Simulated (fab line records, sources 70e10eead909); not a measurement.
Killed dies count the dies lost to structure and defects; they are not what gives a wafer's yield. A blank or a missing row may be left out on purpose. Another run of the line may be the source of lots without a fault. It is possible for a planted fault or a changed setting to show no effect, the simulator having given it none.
Matching of chambers | flow nand-harc | rie-diel-01 running NHARC_A_CHANNEL_HOLE_D2_DESCUM_15: 4 sister chambers
The step chemistry O2, time 3 s. 20 wafers are shown with their chamber, then 10 later ones without.

## WAFERS PAIRED WITH THEIR CHAMBERS
wafer  | chamber | showerhead-plenum-p-Torr (Torr) | drypump-motor-current-A (A) | oes-product-au (a.u.)
L075.1 | 0       | 1.84                            | 5.5                         | 1.027
L075.4 | 2       | 1.99                            | 5.3                         | 0.996
L075.5 | 2       | 1.99                            | 5.4                         | 1.002
L077.2 | 3       | 1.80                            | 6.0                         | 1.006
L077.4 | 2       | 1.99                            | 5.3                         | 0.998
L077.5 | 1       | 2.02                            | 5.7                         | 1.012
L080.1 | 1       | 2.02                            | 5.7                         | 1.025
L080.2 | 0       | 1.84                            | 5.4                         | 1.023
L080.6 | 2       | 1.99                            | 5.4                         | 1.006
L081.1 | 1       | 2.02                            | 5.7                         | 1.031
L081.4 | 0       | 1.84                            | 5.5                         | 1.023
L081.5 | 3       | 1.80                            | 6.0                         | 1.004
L087.1 | 3       | 1.80                            | 6.0                         | 1.017
L087.2 | 1       | 2.02                            | 5.7                         | 1.010
L087.3 | 2       | 1.99                            | 5.4                         | 0.980
L089.2 | 1       | 2.01                            | 5.7                         | 1.002
L089.4 | 0       | 1.84                            | 5.5                         | 1.004
L089.5 | 0       | 1.84                            | 5.5                         | 0.995
L093.1 | 3       | 1.80                            | 6.0                         | 1.020
L093.2 | 2       | 1.99                            | 5.3                         | 0.982

SIGNATURES (means of the wafers above)
reading                  | chamber 0 | chamber 1 | chamber 2 | chamber 3 | scatter within a chamber
showerhead-plenum-p-Torr | 1.8400    | 2.0180    | 1.9900    | 1.8000    | 0.00224
drypump-motor-current-A  | 5.480     | 5.700     | 5.350     | 6.000     | 0.0379
oes-product-au           | 1.01440   | 1.01600   | 0.99400   | 1.01175   | 0.0115
Rule: distance of a wafer from a chamber = root of the sum over the readings of ((wafer's reading minus chamber's mean) / reading's scatter) squared. The wafer belongs to the nearest chamber; if the next one is less than 2 further off, it can't be placed. The scatter: the root of (the sum of the squares of (reading less its chamber's mean) over the shown wafers, divided by (wafers less chambers)).

## WAFERS MISSING THEIR CHAMBER
wafer  | showerhead-plenum-p-Torr (Torr) | drypump-motor-current-A (A) | oes-product-au (a.u.)
L093.5 | 1.84                            | 5.5                         | 1.013
L094.1 | 1.84                            | 5.5                         | 1.007
L094.2 | 1.99                            | 5.4                         | 0.975
L094.3 | 2.01                            | 5.7                         | 1.001
L095.1 | 1.84                            | 5.5                         | 0.992
L095.2 | 1.99                            | 5.4                         | 0.976
L095.6 | 2.01                            | 5.7                         | 0.995
L097.1 | 1.99                            | 5.3                         | 0.985
L097.3 | 1.84                            | 5.5                         | 1.002
L097.5 | 1.99                            | 5.3                         | 0.986

## WHICH CHAMBER EACH WENT THROUGH
wafer  | from the rows above | in truth
L093.5 | 0                   | 0
L094.1 | 0                   | 0
L094.2 | 2                   | 2
L094.3 | 1                   | 1
L095.1 | 0                   | 0
L095.2 | 2                   | 2
L095.6 | 1                   | 1
L097.1 | 2                   | 2
L097.3 | 0                   | 0
L097.5 | 2                   | 2
Placed correctly: 10 of 10. From these rows, 0 cannot be placed. Placed wrongly: 0.
